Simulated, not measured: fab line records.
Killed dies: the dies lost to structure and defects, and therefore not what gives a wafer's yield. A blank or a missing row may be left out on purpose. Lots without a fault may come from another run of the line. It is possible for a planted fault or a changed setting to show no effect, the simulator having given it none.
fab line records	flow nandHarc
record: lots: 13	wafers: 39	lastDay: 33
route steps=1302 shown A_SGD_CUT@890 A_SLIT@924 END@1302
lots that met no fault: from a run of the same line without faults
startH: the number of hours between the record's first day and the start of the first shown wafer of the lot	waitH: time in hours since the lot's previous step	" the same as in the row above	L1.1+2: several wafers, shown together as one row	- no value present, or no start provided	* or withheld: withheld	< > ~ a bound
route shown NAME@n: NAME is a module with steps in the file, n the number in the route of the first one	usual: the fault-free wafers' mean and standard deviation	same: alike in all rows	chamber/n: place in a boat	sites: the reading at each site	_std_site: standard deviation across them	_edge_site: outer sites' mean less inner sites'	radiusMm: how far each site lies from the wafer's centre	mask NAME#n: copy n	behind: the tool/chamber that last shaped the wafer	hold: the reason the lot was held/the length of the hold in hours/how it ended	device: the transistor (n, p or np) that didn't switch	end of line: at the end of the route, the tests of the same wafers	where a step has no rows: the recipe by itself	killed: at the first sort, the dies lost to defects and structure; wafer yield is something else	map: the dies of a wafer, with x for killed, . for not killed, _ for no die there
set.NAME: the setting as run; set.NAME@STEP: as run at that earlier step	model.NAME: the simulator's own value behind a step, which no gauge read
steps of the route over a sample of lots; a table a step, a row a wafer
services: when a tool's chamber went out of use (startH, in hours from the record's first day, below 0 if earlier), for how many hours, and the reason
== steps ==
step: NHARC_A_SGD_CUT_DEP_00
recipe: targetThkA: 500	tempC: 400	targetThkNm: 50	flowSccm: 200	rfW: 450	material: SiNx
usual: heaterPowerW: 670/93
lot.wafer	tool	chamber	startH	waitH	heaterPowerW
L573.2	pecvd-01	0	491.27	0.1	744
L573.4	"	1	"	"	743
L573.5	"	0	"	"	734
L572.1	pecvd-02	0	494.63	0.2	681
L572.5	"	1	"	"	624
L572.6	"	0	"	"	694
L581.2	pecvd-02	2	545.20	0.1	675
L581.1	"	0	"	"	784
L581.5	"	1	"	"	530
L582.3	pecvd-04	0	566.48	0.1	737
L582.1	"	1	"	"	674
L582.2	"	2	"	"	557
L585.3	pecvd-02	0	583.37	0.1	825
L585.1	"	1	"	"	573
L585.4	"	1	"	"	565
L584.3	pecvd-04	2	588.59	0.1	519
L584.1	"	0	"	"	775
L584.2	"	1	"	"	615
L586.1	pecvd-01	0	628.77	0.1	770
L586.3	"	1	"	"	723
L586.5	"	0	"	"	779
L588.3	pecvd-02	2	628.88	0.1	709
L588.1	"	1	"	"	584
L588.5	"	2	"	"	717
L587.2	pecvd-04	2	629.35	0.1	552
L587.1	"	0	"	"	714
L587.4	"	0	"	"	720
L589.1	pecvd-04	0	644.82	0.1	624
L589.5	"	1	"	"	758
L589.4	"	2	"	"	533
L590.3	pecvd-02	2	645.03	0.1	710
L590.1	"	0	"	"	817
L590.4	"	2	"	"	683
L591.3	pecvd-04	0	658.81	0.1	755
L591.2	"	1	"	"	688
L591.1	"	2	"	"	480
L592.1	pecvd-02	2	659.15	0.1	606
L592.6	"	1	"	"	512
L592.5	"	2	"	"	622
step: NHARC_A_SGD_CUT_ETCH_26
recipe: targetDepthA: 458	chemistry: dHF	material: SiO2
lot.wafer	tool	chamber	startH	waitH
L573.2+4+5	wetBench-04	2,3,4	498.58	0.0
L572.6+1+5	wetBench-06	7,0,1	501.96	0.0
L581.5+1+2	wetBench-04	3,4,0	553.92	0.0
L582.3+2+1	wetBench-04	5,6,0	573.88	0.0
L585.4+3+1	wetBench-02	5,7,0	589.41	0.0
L584.1+3+2	wetBench-06	0,2,4	596.70	0.0
L586.5+3+1	wetBench-02	5,7,2	636.27	0.0
L587.2+4+1	wetBench-06	2,4,6	636.27	0.0
L588.1+3+5	wetBench-04	5,6,0	636.39	0.0
L589.1+4+5	wetBench-04	5,7,0	654.47	0.0
L590.1+3+4	wetBench-06	4,5,6	654.47	0.0
L592.6+1+5	wetBench-06	4,5,1	665.68	0.0
L591.2+1+3	wetBench-04	6,7,1	665.68	0.0
step: NHARC_A_SGD_CUT_STRIP_28
recipe: timeS: 20	o2FlowSccm: 500	arFlowSccm: 0	biasW: 0	chemistry: O2
usual: drypumpMotorCurrentA: 5.8/0.4	oesProductAu: 1.006/0.011	rfVppV: 57.7/0.9	showerheadPlenumPTorr: 3.53/0.14	throttleValvePct: 17.036/0.0091
lot.wafer	tool	chamber	startH	waitH	drypumpMotorCurrentA	oesProductAu	rfHoursCounterH	rfVppV	showerheadPlenumPTorr	throttleValvePct
L573.4	rieDiel-07	3	-	-	5.9	1.012	1	56.4	3.57	17.041
L573.2	"	2	"	"	6.6	0.999	3	57.8	3.55	17.030
L573.5	"	0	"	"	5.5	1.024	-	57.0	3.62	17.039
L572.1	rieDiel-01	1	-	-	5.5	0.998	7	57.4	3.74	17.029
L572.6	"	3	"	"	6.2	1.014	-	56.8	3.43	17.034
L572.5	"	0	"	"	6.0	0.990	-	59.2	3.67	17.036
L581.1	rieDiel-01	3	-	-	6.2	1.015	11	58.8	3.43	17.026
L581.2	"	1	"	"	5.4	1.011	10	56.6	3.74	17.028
L581.5	"	2	"	"	6.6	1.024	-	57.3	3.31	17.031
L582.3	rieDiel-10	1	-	-	5.4	1.011	7	56.7	3.31	17.036
L582.2	"	3	"	"	5.9	0.997	8	58.8	3.63	17.032
L582.1	"	0	"	"	5.9	1.015	8	58.8	3.57	17.024
L585.3	rieDiel-10	1	-	-	5.4	1.007	9	56.6	3.31	17.037
L585.4	"	2	"	"	5.5	0.995	8	57.6	3.47	17.044
L585.1	"	3	"	"	5.9	0.996	9	57.2	3.63	17.038
L584.1	rieDiel-01	0	-	-	6.0	1.003	3	59.1	3.66	17.052
L584.2	"	1	"	"	5.4	1.021	3	58.9	3.74	17.035
L584.3	"	3	"	"	6.2	1.016	3	56.6	3.42	17.030
L587.2	rieDiel-10	3	-	-	5.9	0.997	2	58.0	3.63	17.035
L587.1	"	1	"	"	5.4	1.008	2	58.0	3.30	17.041
L587.4	"	2	"	"	5.5	0.994	2	57.1	3.47	17.034
L586.1	rieDiel-01	1	-	-	5.4	1.021	5	57.5	3.74	17.030
L586.3	"	3	"	"	6.3	1.016	6	57.8	3.42	17.036
L586.5	"	0	"	"	6.0	0.991	-	58.5	3.66	17.029
L588.1	rieDiel-07	1	-	-	5.4	1.017	13	56.4	3.56	17.029
L588.3	"	3	"	"	5.9	1.001	13	57.6	3.56	17.032
L588.5	"	2	"	"	6.6	0.997	-	57.7	3.55	17.054
L590.3	rieDiel-01	2	654.79	0.1	6.6	1.009	6	58.7	3.30	17.015
L590.1	"	0	"	"	6.1	1.018	7	57.9	3.66	17.014
L590.4	"	1	"	"	5.5	1.016	-	58.3	3.74	17.037
L589.4	rieDiel-10	1	-	-	5.4	1.011	3	58.3	3.30	17.032
L589.1	"	2	"	"	5.5	1.003	3	57.1	3.47	17.027
L589.5	"	1	"	"	5.4	1.006	-	58.3	3.30	17.035
L591.1	rieDiel-07	0	666.02	0.1	5.5	1.007	1	58.5	3.61	17.031
L591.3	"	1	"	"	5.4	0.985	1	56.9	3.56	17.035
L591.2	"	2	"	"	6.6	1.005	1	57.7	3.55	17.040
L592.1	rieDiel-01	0	666.03	0.2	6.0	1.003	8	57.9	3.66	17.024
L592.5	"	1	"	"	5.4	1.020	-	56.6	3.74	17.036
L592.6	"	0	"	"	6.0	1.003	-	57.0	3.66	17.045
step: NHARC_A_SGD_CUT_INSPECT_25
usual: rawDefectCount: 381/87
lot.wafer	tool	chamber	startH	waitH	hold	rawDefectCount
L573.2	defectInspect-02	-	498.97	-	-	303
L573.4	"	-	"	"	-	229
L573.5	"	-	"	"	-	261
L572.1	defectInspect-02	-	502.34	-	-	343
L572.5	"	-	"	"	-	324
L572.6	"	-	"	"	-	375
L581.1	defectInspect-01	-	554.33	-	awaitDispo/0.2h/release	1141
L581.2	"	-	"	"	awaitDispo/0.2h/release	1159
L581.5	"	-	"	"	awaitDispo/0.2h/release	1074
L581.1	defectInspect-01	-	554.50	0.2	-	1137
L581.2	"	-	"	"	-	1169
L581.5	"	-	"	"	-	1068
L582.1	defectInspect-02	-	574.27	-	awaitDispo/0.2h/release	997
L582.2	"	-	"	"	awaitDispo/0.2h/release	962
L582.3	"	-	"	"	awaitDispo/0.2h/release	1023
L582.1	defectInspect-02	-	574.45	0.2	-	993
L582.2	"	-	"	"	-	948
L582.3	"	-	"	"	-	1024
L585.1	defectInspect-02	-	589.81	-	-	453
L585.3	"	-	"	"	-	576
L585.4	"	-	"	"	-	477
L584.1	defectInspect-02	-	597.09	-	-	444
L584.2	"	-	"	"	-	416
L584.3	"	-	"	"	-	395
L586.1	defectInspect-02	-	636.67	-	-	405
L586.3	"	-	"	"	-	580
L586.5	"	-	"	"	-	680
L587.1	defectInspect-01	-	636.67	-	-	401
L587.2	"	-	"	"	-	359
L587.4	"	-	"	"	-	334
L588.1	defectInspect-01	-	636.78	-	-	376
L588.3	"	-	"	"	-	327
L588.5	"	-	"	"	-	441
L590.1	defectInspect-02	-	654.90	-	-	300
L590.3	"	-	"	"	-	288
L590.4	"	-	"	"	-	326
L589.1	defectInspect-01	-	654.90	-	-	249
L589.4	"	-	"	"	-	256
L589.5	"	-	"	"	-	228
L591.1	defectInspect-01	-	666.12	-	-	296
L591.2	"	-	"	"	-	335
L591.3	"	-	"	"	-	241
L592.1	defectInspect-02	-	666.13	-	-	506
L592.5	"	-	"	"	-	605
L592.6	"	-	"	"	-	517
step: NHARC_A_SLIT_DEP_23
recipe: targetThkA: 1000	targetThkNm: 100	tempC: 400	pressureTorr: 3.5	flowSccm: 200	rfW: 350	material: SiON
usual: heaterPowerW: 739/72
lot.wafer	tool	chamber	startH	waitH	heaterPowerW
L573.2	pecvd-01	2	506.70	2.5	732
L573.5	"	1	"	"	783
L573.4	"	0	"	"	798
L572.1	pecvd-01	0	510.46	3.2	724
L572.6	"	0	"	"	713
L572.5	"	1	"	"	759
L581.2	pecvd-04	0	570.76	2.5	678
L581.1	"	2	"	"	511
L581.5	"	0	"	"	715
L582.3	pecvd-03	1	580.74	1.9	701
L582.1	"	2	"	"	867
L582.2	"	0	"	"	743
L585.3	pecvd-01	1	594.02	1.9	756
L585.1	"	0	"	"	815
L585.4	"	0	"	"	830
L584.2	pecvd-01	0	605.39	2.5	784
L584.1	"	1	"	"	656
L584.3	"	2	"	"	689
L586.1	pecvd-01	0	641.07	3.2	830
L586.3	"	1	"	"	649
L586.5	"	1	"	"	654
L587.1	pecvd-03	0	641.08	3.2	746
L587.2	"	2	"	"	882
L587.4	"	2	"	"	863
L588.3	pecvd-01	2	641.53	1.9	779
L588.1	"	1	"	"	742
L588.5	"	2	"	"	797
L590.3	pecvd-03	2	659.17	2.0	724
L590.1	"	0	"	"	703
L590.4	"	2	"	"	770
L589.1	pecvd-01	2	659.88	3.2	806
L589.5	"	1	"	"	706
L589.4	"	2	"	"	816
L591.3	pecvd-03	0	670.68	1.9	772
L591.1	"	1	"	"	646
L591.2	"	2	"	"	864
L592.1	pecvd-04	2	671.27	3.1	578
L592.6	"	2	"	"	573
L592.5	"	0	"	"	709
step: NHARC_END_SORT_01
recipe: tempC: 25
usual: killedAtArray: 59/21	killedAtOther: 1.0/1.1	killedAtPeriphery: 4.0/2.6	killedDies: 64/21	killedOpen: 3.2/1.7	killedShort: 2.5/1.5
same: grossDies: 677
lot.wafer	tool	chamber	startH	waitH	killedAtArray	killedAtOther	killedAtPeriphery	killedDies	killedOpen	killedShort
L582.1	prober-01	0	694.75	2.5	173	0	6	179	1	4
L582.2	prober-01	0	695.56	2.8	181	2	7	190	1	2
L582.3	prober-01	0	696.37	3.1	118	2	3	123	2	2
L581.1	prober-02	0	705.85	2.5	147	1	3	151	3	3
L581.2	prober-02	0	706.65	2.8	158	0	2	160	1	2
L581.5	prober-02	0	709.06	3.7	149	1	3	153	2	1
killed by level:class
L582.1 A_SGD_CUT:unspecified=94 A_SLIT:chamberFilmFlake=31 A_CHANNEL_HOLE_D1:chamberFilmFlake=29 A_SGD_CUT:chamberFilmFlake=8 A_CONTACT:chamberFilmFlake=4 P_ZERO_WELL:chamberFilmFlake=3 A_STAIRCASE:chamberFilmFlake=2 P_STI:geometricParticle:short=1
L582.2 A_SGD_CUT:unspecified=87 A_CHANNEL_HOLE_D1:chamberFilmFlake=38 A_SLIT:chamberFilmFlake=38 A_CONTACT:chamberFilmFlake=9 A_SGD_CUT:chamberFilmFlake=5 P_ZERO_WELL:chamberFilmFlake=4 P_M2:chamberFilmFlake=2 THIN_TSV:chamberFilmFlake=2
L582.3 A_SGD_CUT:unspecified=36 A_SLIT:chamberFilmFlake=33 A_CHANNEL_HOLE_D1:chamberFilmFlake=32 A_SGD_CUT:chamberFilmFlake=5 A_DECK1_JOINT:chamberFilmFlake=4 A_CONTACT:chamberFilmFlake=3 P_BONDPAD:chamberFilmFlake=2 A_WL_FILL:chamberFilmFlake=2
L581.1 A_SGD_CUT:unspecified=79 A_CHANNEL_HOLE_D1:chamberFilmFlake=34 A_SLIT:chamberFilmFlake=17 A_CHANNEL_HOLE_D2:chamberFilmFlake=11 P_CONTACT:geometricParticle:open=1 A_SOURCE_PLATE:geometricParticle:open=1 A_ONON_D1:geometricParticle:short=1 A_ONON_D2:geometricParticle:open=1
L581.2 A_SGD_CUT:unspecified=83 A_CHANNEL_HOLE_D1:chamberFilmFlake=32 A_SLIT:chamberFilmFlake=26 A_CHANNEL_HOLE_D2:chamberFilmFlake=13 A_CONTACT:chamberFilmFlake=2 P_GATE:geometricParticle:short=1 A_DECK1_JOINT:geometricParticle:short=1 A_ONON_D2:geometricParticle:open=1
L581.5 A_SGD_CUT:unspecified=85 A_CHANNEL_HOLE_D1:chamberFilmFlake=28 A_SLIT:chamberFilmFlake=17 A_CHANNEL_HOLE_D2:chamberFilmFlake=15 P_GATE:geometricParticle:open=1 A_CHANNEL_FILL_D1:geometricParticle:open=1 A_CHANNEL_FILL_D2:geometricParticle:short=1 P_ZERO_WELL:chamberFilmFlake=1
== services ==
tool	chamber	startH	hours	kind
rieDiel-10	0	469.91	1.8	repair
rieDiel-07	-	471.26	9.0	pm
pecvd-03	-	475.02	1.0	repair
rieDiel-07	3	484.98	10.3	repair
pecvd-01	-	492.20	13.0	pm
rieDiel-10	0	499.74	4.9	repair
rieDiel-10	2	509.50	4.9	repair
rieDiel-07	2	516.20	3.2	repair
pecvd-03	2	536.28	6.2	repair
wetBench-04	-	542.01	2.2	repair
wetBench-06	-	545.61	8.0	pm
pecvd-03	-	547.00	13.0	pm
rieDiel-01	0	555.35	1.4	repair
rieDiel-01	-	557.80	9.0	pm
wetBench-04	-	579.20	8.0	pm
pecvd-04	2	579.90	6.9	repair
rieDiel-01	2	585.60	7.8	repair
pecvd-02	-	589.00	13.0	pm
rieDiel-10	-	596.50	9.0	pm
pecvd-02	-	613.46	1.1	repair
pecvd-03	1	619.99	4.3	repair
pecvd-04	-	631.00	13.0	pm
rieDiel-01	0	662.68	1.5	repair
pecvd-04	1	668.19	12.6	repair
== key ==
firstSign: step: NHARC_A_SGD_CUT_INSPECT_25	reading: visit	direction: added
effect: step: NHARC_A_SGD_CUT_INSPECT_25	reading: rawDefectCount	direction: up	sigmas: 7.8	usual: 381	struck: 1059
effect: step: NHARC_END_SORT_01	reading: killedAtArray	direction: up	sigmas: 4.5	usual: 59	struck: 154
moreKillsBornAt: NHARC_A_SGD_CUT_ETCH_26@wetBench-04: 464
metAt NHARC_A_SGD_CUT_ETCH_26
struckLots L581,L582
testerLeftOut L581,L582
notActingAt NHARC_A_SGD_CUT_DEP_00,NHARC_A_SGD_CUT_STRIP_28,NHARC_A_SLIT_DEP_23
onsetBetween 498.58 553.92
fault: kind: chamberParticleSource	tool: wetBench-04	chamber: -	onsetH: 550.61	steps: NHARC_A_SGD_CUT_ETCH_26	ratePerVisitCm2: 1.1449	endH: 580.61
testerLeftOut: of these lots the tester's yield and bins aren't shown, on N5 and GAA mostly nor the transistor test; their killed dies are dies lost to structure and defects alone, not to doping, threshold or leakage, so they don't give the yield
